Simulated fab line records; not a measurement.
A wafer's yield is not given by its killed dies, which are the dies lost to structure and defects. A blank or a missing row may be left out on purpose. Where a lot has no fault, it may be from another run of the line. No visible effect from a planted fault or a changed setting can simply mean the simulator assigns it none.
Split-lot experiment / flow n5_finfet / 7 lots, 21 wafers read, on a route of 1938 steps

THE SPLIT ITSELF
At N5_BEOL_M10_COAT_64 (time 60 s, resist thk 30 nm), the setting spin_rpm was moved away from the recipe's 1500 rpm on 7 of the 21 wafers read, by -10.8% to +11.3%. For the rest of the wafers, this setting stayed at what the recipe calls for.

FROM THE SPLIT TO THE READING: what the file shows between them, 5 steps
- N5_BEOL_M10_PEB_26: peb time 60 s (also split here: peb_time_s)
- N5_BEOL_M10_DEVELOP_27: develop time 30 s
- N5_BEOL_M10_CD_MEAS_28: target cd 70 nm
- N5_BEOL_M10_DESCUM_33: chemistry O2, time 7.9 s
- N5_BEOL_M10_ETCH_65: etches SiARC in CF4, target depth 39 nm, time 65 s

THE READING
SiARC_of_BEOL_M10_COAT_64.thk_nm (the simulator's own value, which no gauge read), in nm, at N5_BEOL_M10_ETCH_66 (etches SOC in N2/H2, target depth 120 nm, overetch 24 nm, time 180 s). There is no usual value for it anywhere in the file. Here, 14 wafers ran the recipe; their average is 22.8 nm with a standard deviation of 0.18 nm.

wafer=L075.2; tool, chamber at the split=litho_track-01, 0; spin_rpm as run, rpm=1338; against the recipe=-10.8%; SiARC_of_BEOL_M10_COAT_64.thk_nm, nm=24.8; against lot-mates on the recipe=+2.2
wafer=L075.5; tool, chamber at the split=litho_track-01, 0; spin_rpm as run, rpm=1500; against the recipe=recipe; SiARC_of_BEOL_M10_COAT_64.thk_nm, nm=22.4; against lot-mates on the recipe=-
wafer=L075.6; tool, chamber at the split=litho_track-01, 0; spin_rpm as run, rpm=1500; against the recipe=recipe; SiARC_of_BEOL_M10_COAT_64.thk_nm, nm=22.8; against lot-mates on the recipe=-
wafer=L080.1; tool, chamber at the split=litho_track-04, 0; spin_rpm as run, rpm=1500; against the recipe=recipe; SiARC_of_BEOL_M10_COAT_64.thk_nm, nm=23; against lot-mates on the recipe=-
wafer=L080.3; tool, chamber at the split=litho_track-04, 0; spin_rpm as run, rpm=1500; against the recipe=recipe; SiARC_of_BEOL_M10_COAT_64.thk_nm, nm=23; against lot-mates on the recipe=-
wafer=L080.2; tool, chamber at the split=litho_track-04, 0; spin_rpm as run, rpm=1500; against the recipe=recipe; SiARC_of_BEOL_M10_COAT_64.thk_nm, nm=22.8; against lot-mates on the recipe=-
wafer=L083.1; tool, chamber at the split=litho_track-01, 0; spin_rpm as run, rpm=1669; against the recipe=+11.3%; SiARC_of_BEOL_M10_COAT_64.thk_nm, nm=21.2; against lot-mates on the recipe=-1.8
wafer=L083.6; tool, chamber at the split=litho_track-01, 0; spin_rpm as run, rpm=1669; against the recipe=+11.3%; SiARC_of_BEOL_M10_COAT_64.thk_nm, nm=21.2; against lot-mates on the recipe=-1.8
wafer=L083.4; tool, chamber at the split=litho_track-01, 0; spin_rpm as run, rpm=1500; against the recipe=recipe; SiARC_of_BEOL_M10_COAT_64.thk_nm, nm=23; against lot-mates on the recipe=-
wafer=L088.1; tool, chamber at the split=litho_track-04, 0; spin_rpm as run, rpm=1500; against the recipe=recipe; SiARC_of_BEOL_M10_COAT_64.thk_nm, nm=22.8; against lot-mates on the recipe=-
wafer=L088.4; tool, chamber at the split=litho_track-04, 0; spin_rpm as run, rpm=1558; against the recipe=+3.9%; SiARC_of_BEOL_M10_COAT_64.thk_nm, nm=22.2; against lot-mates on the recipe=-0.6
wafer=L088.5; tool, chamber at the split=litho_track-04, 0; spin_rpm as run, rpm=1558; against the recipe=+3.9%; SiARC_of_BEOL_M10_COAT_64.thk_nm, nm=21.6; against lot-mates on the recipe=-1.2
wafer=L086.2; tool, chamber at the split=litho_track-01, 0; spin_rpm as run, rpm=1500; against the recipe=recipe; SiARC_of_BEOL_M10_COAT_64.thk_nm, nm=22.8; against lot-mates on the recipe=-
wafer=L086.3; tool, chamber at the split=litho_track-01, 0; spin_rpm as run, rpm=1621; against the recipe=+8.1%; SiARC_of_BEOL_M10_COAT_64.thk_nm, nm=21.6; against lot-mates on the recipe=-1.2
wafer=L086.4; tool, chamber at the split=litho_track-01, 0; spin_rpm as run, rpm=1621; against the recipe=+8.1%; SiARC_of_BEOL_M10_COAT_64.thk_nm, nm=21.4; against lot-mates on the recipe=-1.4
wafer=L087.2; tool, chamber at the split=litho_track-02, 0; spin_rpm as run, rpm=1500; against the recipe=recipe; SiARC_of_BEOL_M10_COAT_64.thk_nm, nm=22.4; against lot-mates on the recipe=-
wafer=L087.3; tool, chamber at the split=litho_track-02, 0; spin_rpm as run, rpm=1500; against the recipe=recipe; SiARC_of_BEOL_M10_COAT_64.thk_nm, nm=22.8; against lot-mates on the recipe=-
wafer=L087.4; tool, chamber at the split=litho_track-02, 0; spin_rpm as run, rpm=1500; against the recipe=recipe; SiARC_of_BEOL_M10_COAT_64.thk_nm, nm=22.8; against lot-mates on the recipe=-
wafer=L096.2; tool, chamber at the split=litho_track-02, 0; spin_rpm as run, rpm=1500; against the recipe=recipe; SiARC_of_BEOL_M10_COAT_64.thk_nm, nm=22.8; against lot-mates on the recipe=-
wafer=L096.6; tool, chamber at the split=litho_track-02, 0; spin_rpm as run, rpm=1500; against the recipe=recipe; SiARC_of_BEOL_M10_COAT_64.thk_nm, nm=22.8; against lot-mates on the recipe=-
wafer=L096.4; tool, chamber at the split=litho_track-02, 0; spin_rpm as run, rpm=1500; against the recipe=recipe; SiARC_of_BEOL_M10_COAT_64.thk_nm, nm=22.6; against lot-mates on the recipe=-

FIT RESULTS
A straight line over all 21 wafers: SiARC_of_BEOL_M10_COAT_64.thk_nm changes by -0.16 nm for each +1% of spin_rpm; r = -0.96; the points scatter about the line by 0.23 nm.
The same after taking each lot's own level away (the mean of its wafers on the recipe; 21 wafers): -0.175 nm for each +1%; r = -0.98; scatter 0.19 nm.
That fit puts the effect of the largest move of spin_rpm on the reading at 2 nm.
The span of the lots' own levels, 22.60 to 23.00 nm, comes to 2.2 times the standard deviation stated above.
Consequently the slope shifts little with the lot-to-lot level, the two slopes agreeing.
Check: -2 nm against its lot-mates is what the line predicts for one of the wafers moved furthest among these (+11.3%) when that wafer is left out of the fit. Against them it came out at -1.8 nm.

ADDITIONAL SPLITS CARRIED BY THESE WAFERS
These wafers also went through other splits before the reading. Each is held against what the fit with the lots' levels taken away leaves over:
other split on the same wafers=N5_BEOL_M10_PEB_26 peb_time_s; wafers away from the commonest value=9; r with SiARC_of_BEOL_M10_COAT_64.thk_nm (lot level and that fit taken away)=+0.08

THE WHOLE CHAIN: every reading that the file lists as answering this split, in the file's order
step=N5_BEOL_M10_COAT_64; what it does=time 60 s, resist thk 30 nm; reading=SiARC_of_BEOL_M10_COAT_64.thk_nm (the simulator's own value, which no gauge read); change (the file's fit)=-0.154 nm for each +1% of the setting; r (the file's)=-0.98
step=N5_BEOL_M10_ETCH_65; what it does=etches SiARC in CF4, target depth 39 nm, time 65 s; reading=etch_rf_on_time_s; change (the file's fit)=withheld for each +1% of the setting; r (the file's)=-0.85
step=N5_BEOL_M10_ETCH_65; what it does=etches SiARC in CF4, target depth 39 nm, time 65 s; reading=CAR-ArF_of_BEOL_M10_COAT_22.thk_nm (the simulator's own value, which no gauge read); change (the file's fit)=+0.146 nm for each +1% of the setting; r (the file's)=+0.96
step=N5_BEOL_M10_ETCH_65; what it does=etches SiARC in CF4, target depth 39 nm, time 65 s; reading=etch.depth_nm (the simulator's own value, which no gauge read); change (the file's fit)=-0.156 nm for each +1% of the setting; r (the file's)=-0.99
step=N5_BEOL_M10_ETCH_66; what it does=etches SOC in N2/H2, target depth 120 nm, overetch 24 nm, time 180 s; reading=SiARC_of_BEOL_M10_COAT_64.thk_nm (the simulator's own value, which no gauge read); change (the file's fit)=-0.179 nm for each +1% of the setting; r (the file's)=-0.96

THE FILE'S OWN FIT
SiARC_of_BEOL_M10_COAT_64.thk_nm changes by -0.179 nm for each +1% of spin_rpm, r = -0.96.
